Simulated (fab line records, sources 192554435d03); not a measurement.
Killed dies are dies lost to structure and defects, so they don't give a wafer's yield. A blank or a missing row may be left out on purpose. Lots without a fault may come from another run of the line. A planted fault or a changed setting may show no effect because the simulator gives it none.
fab line records | flow n5_finfet
record lots=7 wafers=39
route steps=1938 shown ZERO_LAYER@4 FIN_SAQP@120 FIN_CUT@154 SD_EPI_N@288 HKMG_FIN@403 MOL_CONTACT_COAG@608 BEOL_M1@751
start_h: hours from the record's first day to the start of the lot's first wafer shown | wait_h: hours since the lot's step before | " the same as in the row above | L1.1+2: a row that stands for several wafers | - no value, or no start given | * or withheld: withheld | < > ~ a bound
route shown NAME@n: a module of which the file shows steps, and the number in the route of the first | usual: mean/standard deviation of fault-free wafers | same: alike in all rows | chamber/n: place in a boat | sites: the reading at each site | _std_site: their standard deviation | _edge_site: outer sites' mean less inner sites' | radius_mm: how far each site lies from the wafer's centre | mask NAME#n: copy n | behind: the tool/chamber that last shaped the wafer | hold: why the lot was held/for how many hours/how that ended | device: the transistor (n, p or np) that didn't switch | end of line: the same wafers' tests at the end of the route | a step without rows: its recipe alone | killed: dies lost to structure and defects at the first sort, not the wafer's yield | map: a wafer's dies, x killed, . not, _ none there
set.NAME: the setting as run; set.NAME@STEP: as run at that earlier step | model.NAME: the simulator's own value behind a step, which no gauge read
lots whose settings were changed on purpose; a table a step, a row a wafer
## steps
# step N5_ZERO_LAYER_PECVD_02
# recipe material=SiO2 target_thk_a=100 temp_c=400 precursor=SiH4/N2O pressure_torr=0.75 rf_w=275 time_s=6
# columns lot.wafer tool chamber start_h wait_h set.time_s model.SiO2_of_ZERO_LAYER_PECVD_02.thk_nm
L074.1 pecvd-03 2 12.28 0.0 6 10.17
L074.2 " 0 " " 6 9.903
L074.3 " 1 " " 6 9.83
L074.4 " 2 " " 6 10.19
L074.5 " 1 " " 6 9.978
L074.6 " 0 " " 6 9.963
L075.1 pecvd-04 0 18.28 0.0 6 10.11
L075.2 " 2 " " 6 9.776
L075.3 " 1 " " 6 10.01
L075.4 " 1 " " 6 10.13
L075.5 " 2 " " 6 10.1
L075.6 " 0 " " 6 9.99
L076.1 pecvd-03 0 24.29 0.0 7.908 12.99
L076.2 " 1 " " 6 9.883
L076.3+5 " 2,1 " " 7.908 13.26
L076.4 " 2 " " 6 10.3
L076.6 " 0 " " 6 10.09
L077.1 pecvd-01 2 30.28 0.0 6 9.617
L077.2 " 1 " " 4.166 6.829
L077.3 " 0 " " 6 9.628
L077.4 " 1 " " 4.166 6.934
L077.5 " 0 " " 4.166 6.747
L077.6 " 2 " " 6 9.832
L088.1 pecvd-03 1 96.30 0.0 7.495 12.37
L088.2 " 2 " " 6 10.09
L088.3 " 0 " " 7.495 12.65
L088.4 " 1 " " 7.495 12.49
L088.5 " 0 " " 6 10.23
L088.6 " 2 " " 6 10.24
L090.1 pecvd-01 1 108.28 0.0 6 9.698
L090.2 " 2 " " 7.537 12.42
L090.3 " 0 " " 7.537 12.32
L090.4 " 2 " " 7.537 12.35
L090.5 " 1 " " 6 9.91
L090.6 " 0 " " 6 9.856
L092.4 pecvd-03 2 120.31 0.1 6 10.02
L092.5 " 1 " " 6 10.19
L092.6 " 0 " " 6 10.26
# step N5_FIN_SAQP_MANDREL_ETCH_22
# recipe target_depth_a=600 chemistry=HBr/Cl2 target=a-Si stop_on=SiNx bt_time_s=10 over_etch_frac=0.5 time_s=30 pressure_mtorr=10 icp_w=800 bias_w=75 HBr_flow_sccm=150 Cl2_flow_sccm=80 ends=end_point
# usual oes_product_au=0.770/0.014
# columns lot.wafer tool chamber start_h wait_h set.target_depth_a oes_product_au model.SOC_of_FIN_SAQP_COAT_49.thk_nm
L074.1 rie_si-03 3 22.00 0.0 600 0.774 75.68
L074.2 " 1 " " 600 0.745 75.03
L074.3 " 2 " " 600 0.783 75.96
L074.4 " 3 " " 600 0.780 75.65
L074.5 " 1 " " 600 0.763 75.05
L074.6 " 2 " " 600 0.781 76.15
L075.1 rie_si-04 0 28.75 0.0 497 0.848 79.98
L075.2 " 3 " " 600 0.795 74.66
L075.3 " 1 " " 600 0.777 74.5
L075.4 " 2 " " 497 0.860 79.68
L075.5 " 3 " " 497 0.897 79.12
L075.6 " 2 " " 600 0.767 75.67
L076.1 rie_si-04 3 34.48 0.0 329.8 1.052 86.58
L076.2 " 2 " " 329.8 0.985 86.79
L076.3 " 1 " " 600 0.770 75.8
L076.4 " 0 " " 600 0.746 76.6
L076.5 " 2 " " 600 0.760 76.28
L076.6 " 1 " " 329.8 1.026 86.83
L077.1 rie_si-05 3 40.09 0.0 755.4 0.668 69.24
L077.2 " 0 " " 755.4 0.679 68.41
L077.3 " 1 " " 600 0.778 75.3
L077.4 " 2 " " 755.4 0.677 70.72
L077.5 " 0 " " 600 0.768 74.72
L077.6 " 1 " " 600 0.776 75.31
L088.1 rie_si-04 0 106.52 0.0 600 0.742 75.33
L088.2 " 1 " " 600 0.769 75.33
L088.3 " 2 " " 600 0.752 75.31
L088.4 " 3 " " 600 0.793 74.19
L088.5 " 3 " " 600 0.791 74.29
L088.6 " 2 " " 600 0.756 75.37
L090.1 rie_si-05 3 118.18 0.0 600 0.767 75.88
L090.2 " 0 " " 369.2 1.034 84.53
L090.3 " 1 " " 600 0.761 76.48
L090.4 " 0 " " 600 0.766 74.92
L090.5 " 3 " " 369.2 1.001 85.51
L090.6 " 1 " " 369.2 1.007 85.34
L092.4 rie_si-05 3 130.62 0.1 600 0.775 76.3
L092.5 " 0 " " 600 0.776 75.43
L092.6 " 1 " " 600 0.774 76.21
# step N5_FIN_SAQP_STRIP_55
# recipe chemistry=N2/H2 power_w=500 temp_c=40 pressure_mtorr=50 rf_frequency_hz=6e+07 overash_fraction=0.3 bias_power_w=28 h2_frac=0.5 n2_flow_sccm=300 h2_flow_sccm=300
# step N5_FIN_SAQP_STRIP_23
# recipe chemistry=SPM time_s=750 temp_c=130 h2so4_h2o2_vol_ratio=4
# step N5_FIN_SAQP_SRD_39
# recipe dry=ipa_marangoni time_s=30 temp_c=23 rinse_liquid=diw
# step N5_FIN_SAQP_INSPECT_40
# recipe inspect_instrument=brightfield mode=aei
# usual raw_defect_count=209/61
# columns lot.wafer tool chamber start_h wait_h set.target_depth_a@FIN_SAQP_MANDREL_ETCH_22 raw_defect_count
L074.1 defect_inspect-01 - 26.90 0.0 600 294
L074.2 " - " " 600 286
L074.3 " - " " 600 251
L074.4 " - " " 600 219
L074.5 " - " " 600 214
L074.6 " - " " 600 140
L075.1 defect_inspect-02 - 32.65 0.0 497 182
L075.2 " - " " 600 170
L075.3 " - " " 600 166
L075.4 " - " " 497 198
L075.5 " - " " 497 115
L075.6 " - " " 600 192
L076.1 defect_inspect-01 - 38.56 0.0 329.8 1796
L076.2 " - " " 329.8 1820
L076.3 " - " " 600 178
L076.4 " - " " 600 117
L076.5 " - " " 600 136
L076.6 " - " " 329.8 1779
L077.1 defect_inspect-02 - 45.91 0.0 755.4 208
L077.2 " - " " 755.4 123
L077.3 " - " " 600 186
L077.4 " - " " 755.4 202
L077.5 " - " " 600 156
L077.6 " - " " 600 185
L088.1 defect_inspect-01 - 110.86 0.0 600 92
L088.2 " - " " 600 147
L088.3 " - " " 600 161
L088.4 " - " " 600 131
L088.5 " - " " 600 180
L088.6 " - " " 600 164
L090.1 defect_inspect-01 - 122.39 0.0 600 192
L090.2 " - " " 369.2 1664
L090.3 " - " " 600 262
L090.4 " - " " 600 334
L090.5 " - " " 369.2 1824
L090.6 " - " " 369.2 1822
L092.4 defect_inspect-01 - 134.80 0.0 600 389
L092.5 " - " " 600 335
L092.6 " - " " 600 203
# step N5_FIN_CUT_COAT_18
# recipe resist=SOC temp_c=250 time_s=60 spin_rpm=1500 resist_thk_nm=230
# step N5_FIN_CUT_COAT_19
# recipe resist=SiARC temp_c=220 time_s=60 spin_rpm=1500 resist_thk_nm=20
# step N5_FIN_CUT_INSPECT_10
# recipe mode=adi inspect_instrument=brightfield
# usual raw_defect_count=38/9.3
# columns lot.wafer tool chamber start_h wait_h set.target_depth_a@FIN_SAQP_MANDREL_ETCH_22 raw_defect_count
L074.1 defect_inspect-01 - 27.29 0.1 600 43
L074.2 " - " " 600 55
L074.3 " - " " 600 57
L074.4 " - " " 600 40
L074.5 " - " " 600 33
L074.6 " - " " 600 28
L075.1 defect_inspect-01 - 33.04 0.1 497 38
L075.2 " - " " 600 43
L075.3 " - " " 600 28
L075.4 " - " " 497 47
L075.5 " - " " 497 31
L075.6 " - " " 600 31
L076.1 defect_inspect-02 - 39.09 0.1 329.8 5131
L076.2 " - " " 329.8 5245
L076.3 " - " " 600 35
L076.4 " - " " 600 25
L076.5 " - " " 600 26
L076.6 " - " " 329.8 5248
L077.1 defect_inspect-02 - 46.43 0.1 755.4 43
L077.2 " - " " 755.4 24
L077.3 " - " " 600 46
L077.4 " - " " 755.4 32
L077.5 " - " " 600 31
L077.6 " - " " 600 34
L088.1 defect_inspect-01 - 111.25 0.1 600 31
L088.2 " - " " 600 45
L088.3 " - " " 600 33
L088.4 " - " " 600 31
L088.5 " - " " 600 42
L088.6 " - " " 600 38
L090.1 defect_inspect-01 - 122.91 0.1 600 42
L090.2 " - " " 369.2 4350
L090.3 " - " " 600 47
L090.4 " - " " 600 55
L090.5 " - " " 369.2 5250
L090.6 " - " " 369.2 5261
L092.4 defect_inspect-01 - 135.32 0.0 600 63
L092.5 " - " " 600 52
L092.6 " - " " 600 27
# step N5_SD_EPI_N_EPI_21
# recipe material=Si:P dopant=P temp_c=680 pressure_torr=255 time_s=690
# columns lot.wafer tool chamber start_h wait_h set.epi_growth_time_s model.Si-P_of_SD_EPI_N_EPI_21.thk_nm
L074.1 epi_rpcvd-03 0 49.96 0.1 690 59
L074.2+5 " 0 " " 477 44.2
L074.3 " 0 " " 690 60
L074.4 " 0 " " 690 59.4
L074.6 " 0 " " 477 44.4
L075.1 epi_rpcvd-02 0 59.29 0.2 690 59.4
L075.2 " 0 " " 899.5 72
L075.3 " 0 " " 899.5 71.8
L075.4+6 " 0 " " 690 59.6
L075.5 " 0 " " 899.5 71.6
L076.1+4 epi_rpcvd-02 0 65.85 0.1 690 58.4
L076.2+6 " 0 " " 283.6 26
L076.3 " 0 " " 283.6 25.8
L076.5 " 0 " " 690 59.4
L077.1 epi_rpcvd-02 0 71.05 0.1 690 59.4
L077.2+4+6 " 0 " " 371.7 34.6
L077.3+5 " 0 " " 690 60
L088.1+2 epi_rpcvd-04 0 135.67 0.1 690 57.8
L088.3 " 0 " " 971.6 74.8
L088.4 " 0 " " 971.6 75
L088.5 " 0 " " 971.6 73.2
L088.6 " 0 " " 690 58.8
L090.1 epi_rpcvd-04 0 146.76 0.1 690 59.2
L090.2 " 0 " " 690 58.8
L090.3 " 0 " " 457 41.6
L090.4 " 0 " " 457 42.4
L090.5 " 0 " " 690 59
L090.6 " 0 " " 457 42
L092.4 epi_rpcvd-04 0 159.48 0.9 690 59.4
L092.5 " 0 " " 690 57.8
L092.6 " 0 " " 690 58.4
# step N5_SD_EPI_N_EPI_MEAS_23
# recipe mode=xrd
# usual thk_nm=58.6/1.1
# columns lot.wafer tool chamber start_h wait_h set.epi_growth_time_s@SD_EPI_N_EPI_21 thk_nm
L074.1 film_metro-02 - 51.68 1.4 690 60.0
L074.2 " - " " 477 41.6
L074.3 " - " " 690 61.0
L074.4 " - " " 690 60.1
L074.5 " - " " 477 44.2
L074.6 " - " " 477 44.0
L075.1 film_metro-02 - 61.56 1.9 690 58.7
L075.2 " - " " 899.5 71.8
L075.3 " - " " 899.5 72.2
L075.4 " - " " 690 59.3
L075.5 " - " " 899.5 70.2
L075.6 " - " " 690 59.4
L076.1 film_metro-02 - 67.57 1.4 690 58.2
L076.2 " - " " 283.6 25.5
L076.3 " - " " 283.6 26.2
L076.4 " - " " 690 59.7
L076.5 " - " " 690 59.5
L076.6 " - " " 283.6 25.5
L077.1 film_metro-01 - 72.77 1.4 690 60.3
L077.2 " - " " 371.7 35.5
L077.3 " - " " 690 60.3
L077.4 " - " " 371.7 34.0
L077.5 " - " " 690 60.9
L077.6 " - " " 371.7 35.1
L088.1 film_metro-01 - 137.38 1.4 690 57.4
L088.2 " - " " 690 56.7
L088.3 " - " " 971.6 73.2
L088.4 " - " " 971.6 74.3
L088.5 " - " " 971.6 73.2
L088.6 " - " " 690 57.1
L090.1 film_metro-01 - 148.48 1.4 690 59.0
L090.2 " - " " 690 60.0
L090.3 " - " " 457 41.5
L090.4 " - " " 457 43.0
L090.5 " - " " 690 57.8
L090.6 " - " " 457 42.6
L092.4 film_metro-01 - 160.37 0.6 690 58.9
L092.5 " - " " 690 57.6
L092.6 " - " " 690 58.5
# step N5_HKMG_FIN_ETCH_55
# recipe chemistry=N2/H2 target=SOC target_depth_a=2400 temp_c=40 time_s=300 ion_energy_ev=200 mask_material=SiARC pressure_mtorr=30 source_w=840 bias_w=150 n2_flow_sccm=200 h2_flow_sccm=200
# columns lot.wafer tool chamber start_h wait_h set.time_s model.HKMG_FIN.feature_depth_nm model.etch.depth_nm model.SiARC_of_HKMG_FIN_COAT_42.thk_nm
L074.1 rie_diel-04 0 69.82 0.0 300 246 246 21
L074.2 " 2 " " 186.5 144.4 144.4 26.4
L074.3 " 1 " " 186.5 151 151.1 26.4
L074.4 " 3 " " 300 230.4 230.4 21.6
L074.5 " 1 " " 186.5 148.8 148.9 26.6
L074.6 " 2 " " 300 231.8 231.7 21.2
L075.1 rie_diel-05 3 80.36 0.0 300 229.4 229.4 22.8
L075.2 " 2 " " 475.9 399.2 399.1 13.6
L075.3 " 1 " " 300 239.8 239.9 21
L075.4 " 0 " " 475.9 387.8 387.7 12.4
L075.5 " 0 " " 475.9 388.4 388.4 12
L075.6 " 1 " " 300 241.6 241.7 20.8
L076.1 rie_diel-04 2 86.70 0.0 357.1 275.4 275.3 18.8
L076.2 " 1 " " 300 237.2 237.2 21.6
L076.3 " 0 " " 357.1 289.4 289.4 18.8
L076.4 " 3 " " 357.1 270.6 270.6 19.4
L076.5 " 0 " " 300 243.2 243.2 21.4
L076.6 " 3 " " 300 228.4 228.5 21.8
L077.1 rie_diel-06 3 92.02 0.0 300 256 256 19.6
L077.2 " 0 " " 172.5 133.8 133.7 27
L077.3 " 1 " " 172.5 129 129 27.4
L077.4 " 3 " " 300 254.6 254.7 19.8
L077.5 " 0 " " 300 233 232.9 21
L077.6 " 1 " " 172.5 128.8 128.8 27.4
L088.1 rie_diel-06 0 157.02 0.0 444.8 347.2 347.3 14
L088.2 " 3 " " 300 252 252.1 20
L088.3 " 1 " " 300 225 225 21.8
L088.4 " 2 " " 300 249.4 249.3 20.6
L088.5 " 1 " " 444.8 333.2 333.3 15.4
L088.6 " 2 " " 444.8 371 371 13.6
L090.1 rie_diel-05 3 166.96 0.0 300 243.2 243.2 21.6
L090.2 " 2 " " 300 248.4 248.5 21.6
L090.3 " 1 " " 300 240 240 20.8
L090.4 " 0 " " 300 241.6 241.7 20.4
L090.5 " 2 " " 300 248.4 248.4 21.6
L090.6 " 1 " " 300 240.2 240.3 20.8
L092.4 rie_diel-06 1 178.46 0.0 300 223 223.1 22
L092.5 " 3 " " 300 252.4 252.4 19.8
L092.6 " 0 " " 300 235.8 235.9 20.8
# step N5_MOL_CONTACT_COAG_ALD_133
# recipe material=SiO2 target_thk_a=50 temp_c=100 ald_precursor_family=BDEAS ald_co_reactant=O2-plasma pulse_time_s=1 co_reactant_pulse_time_s=1 purge_time_s=2 co_reactant_purge_time_s=2 ald_cycles=35 pressure_torr=2
# columns lot.wafer tool chamber start_h wait_h set.ald_cycles model.SiO2_of_MOL_CONTACT_COAG_ALD_133.thk_nm
L074.1+2+3+4+5+6 ald_sin-01 3,0,2,1,1,0 101.59 0.1 35 5
L075.1+2+3+4+5+6 ald_sin-03 3,1,0,2,1,2 106.63 0.1 35 5
L076.1+4+6 ald_sin-01 3,2,1 114.89 0.1 41 5.8
L076.2+3+5 " 0,1,2 " " 35 5
L077.1+2+3+4+5+6 ald_sin-04 3,0,1,2,2,1 122.16 0.1 35 5
L088.1+5 ald_sin-03 1,0 184.22 0.1 23 3.2
L088.2+4+6 " 2,3,1 " " 35 5
L088.3 " 0 " " 23 3.4
L090.1+3+5 ald_sin-03 1,0,2 195.55 0.1 14 2
L090.2+4+6 " 2,3,3 " " 35 5
L092.4+5+6 ald_sin-01 3,0,1 207.74 0.1 35 5
# step N5_BEOL_M1_ILD_DEP_00
# recipe material=SiOC target_thk_a=790 temp_c=350 precursor=DEMS/O2 pressure_torr=5 rf_w=500 time_s=15.3
# columns lot.wafer tool chamber start_h wait_h set.time_s model.SiOC_of_BEOL_M1_ILD_DEP_00.thk_nm
L074.1 pecvd-01 1 119.80 0.0 15.3 80.4
L074.2 " 0 " " 15.3 79.6
L074.3 " 2 " " 15.3 78.4
L074.4 " 0 " " 15.3 81.2
L074.5+6 " 2,1 " " 15.3 80
L075.1 pecvd-01 0 127.52 0.0 15.3 79.6
L075.2+6 " 1,2 " " 15.3 80
L075.3 " 2 " " 7.113 37
L075.4 " 1 " " 7.113 39
L075.5 " 0 " " 7.113 39.2
L076.1 pecvd-02 2 133.25 0.0 9.997 51
L076.2 " 0 " " 15.3 77.2
L076.3 " 1 " " 9.997 51.8
L076.4 " 2 " " 15.3 78.4
L076.5 " 0 " " 15.3 78.6
L076.6 " 1 " " 9.997 52.4
L077.1 pecvd-01 1 138.82 0.0 15.3 80.2
L077.2 " 2 " " 23.21 118.4
L077.3+4 " 0,2 " " 15.3 79.6
L077.5 " 1 " " 23.21 120.8
L077.6 " 0 " " 23.21 120.6
L088.1 pecvd-02 2 201.87 0.0 7.952 40.6
L088.2 " 1 " " 15.3 78.4
L088.3 " 0 " " 15.3 77.4
L088.4+5 " 2,1 " " 7.952 41.2
L088.6 " 0 " " 15.3 78.8
L090.1+4 pecvd-01 0 213.58 0.0 9.248 49.6
L090.2 " 1 " " 9.248 48.4
L090.3 " 1 " " 15.3 79.2
L090.5 " 0 " " 15.3 81.2
L090.6 " 1 " " 15.3 78.6
L092.4 pecvd-04 2 226.14 0.1 15.3 80.4
L092.5 " 1 " " 15.3 78
L092.6 " 0 " " 15.3 80
# step N5_BEOL_M1_THK_MEAS_01
# recipe reads=SiOC_of_BEOL_M1_ILD_DEP_00
# usual M1_ILD_THK=79.3/1
# columns lot.wafer tool chamber start_h wait_h set.time_s@BEOL_M1_ILD_DEP_00 M1_ILD_THK[nm]
L074.1 film_metro-01 - 119.87 0.0 15.3 80.4
L074.2 " - " " 15.3 79.6
L074.3 " - " " 15.3 78.4
L074.4 " - " " 15.3 81.2
L074.5 " - " " 15.3 80.1
L074.6 " - " " 15.3 80.1
L075.1 film_metro-02 - 127.59 0.0 15.3 79.6
L075.2 " - " " 15.3 80.1
L075.3 " - " " 7.113 36.9
L075.4 " - " " 7.113 39.1
L075.5 " - " " 7.113 39.1
L075.6 " - " " 15.3 80.1
L076.1 film_metro-01 - 133.32 0.0 9.997 51.0
L076.2 " - " " 15.3 77.3
L076.3 " - " " 9.997 51.9
L076.4 " - " " 15.3 78.4
L076.5 " - " " 15.3 78.6
L076.6 " - " " 9.997 52.5
L077.1 film_metro-02 - 138.89 0.0 15.3 80.2
L077.2 " - " " 23.21 118.3
L077.3 " - " " 15.3 79.5
L077.4 " - " " 15.3 79.5
L077.5 " - " " 23.21 120.9
L077.6 " - " " 23.21 120.6
L088.1 film_metro-02 - 201.93 0.0 7.952 40.7
L088.2 " - " " 15.3 78.6
L088.3 " - " " 15.3 77.5
L088.4 " - " " 7.952 41.3
L088.5 " - " " 7.952 41.2
L088.6 " - " " 15.3 78.8
L090.1 film_metro-02 - 213.66 0.1 9.248 49.5
L090.2 " - " " 9.248 48.5
L090.3 " - " " 15.3 79.1
L090.4 " - " " 9.248 49.6
L090.5 " - " " 15.3 81.3
L090.6 " - " " 15.3 78.5
L092.4 film_metro-01 - 226.19 0.0 15.3 80.5
L092.5 " - " " 15.3 78.1
L092.6 " - " " 15.3 79.9
## key
split step=N5_ZERO_LAYER_PECVD_02 setting=time_s stated=6 by=wafer
response step=N5_ZERO_LAYER_PECVD_02 reading=model.SiO2_of_ZERO_LAYER_PECVD_02.thk_nm change=+0.0956 per=1% r=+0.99
split step=N5_FIN_SAQP_MANDREL_ETCH_22 setting=target_depth_a stated=600 by=wafer
response step=N5_FIN_SAQP_MANDREL_ETCH_22 reading=oes_product_au change=-0.0057 per=1% r=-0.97
response step=N5_FIN_SAQP_MANDREL_ETCH_22 reading=model.SOC_of_FIN_SAQP_COAT_49.thk_nm change=-0.237 per=1% r=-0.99
response step=N5_FIN_SAQP_INSPECT_40 reading=raw_defect_count shape=bent at_lowest=1798 at_stated=203 at_highest=178
response step=N5_FIN_CUT_INSPECT_10 reading=raw_defect_count shape=bent at_lowest=5208 at_stated=39 at_highest=33
split step=N5_SD_EPI_N_EPI_21 setting=epi_growth_time_s stated=690 by=wafer
response step=N5_SD_EPI_N_EPI_21 reading=model.Si-P_of_SD_EPI_N_EPI_21.thk_nm change=+0.503 per=1% r=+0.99
response step=N5_SD_EPI_N_EPI_MEAS_23 reading=thk_nm change=* per=1% r=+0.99
split step=N5_HKMG_FIN_ETCH_55 setting=time_s stated=300 by=wafer
response step=N5_HKMG_FIN_ETCH_55 reading=model.HKMG_FIN.feature_depth_nm change=+2.5 per=1% r=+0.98
response step=N5_HKMG_FIN_ETCH_55 reading=model.etch.depth_nm change=+2.5 per=1% r=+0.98
response step=N5_HKMG_FIN_ETCH_55 reading=model.SiARC_of_HKMG_FIN_COAT_42.thk_nm change=-0.147 per=1% r=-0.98
split step=N5_MOL_CONTACT_COAG_ALD_133 setting=ald_cycles stated=35 by=wafer
response step=N5_MOL_CONTACT_COAG_ALD_133 reading=model.SiO2_of_MOL_CONTACT_COAG_ALD_133.thk_nm change=+0.0499 per=1% r=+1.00
split step=N5_BEOL_M1_ILD_DEP_00 setting=time_s stated=15.3 by=wafer
response step=N5_BEOL_M1_ILD_DEP_00 reading=model.SiOC_of_BEOL_M1_ILD_DEP_00.thk_nm change=+0.773 per=1% r=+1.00
response step=N5_BEOL_M1_THK_MEAS_01 reading=M1_ILD_THK change=+0.774 per=1% r=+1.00
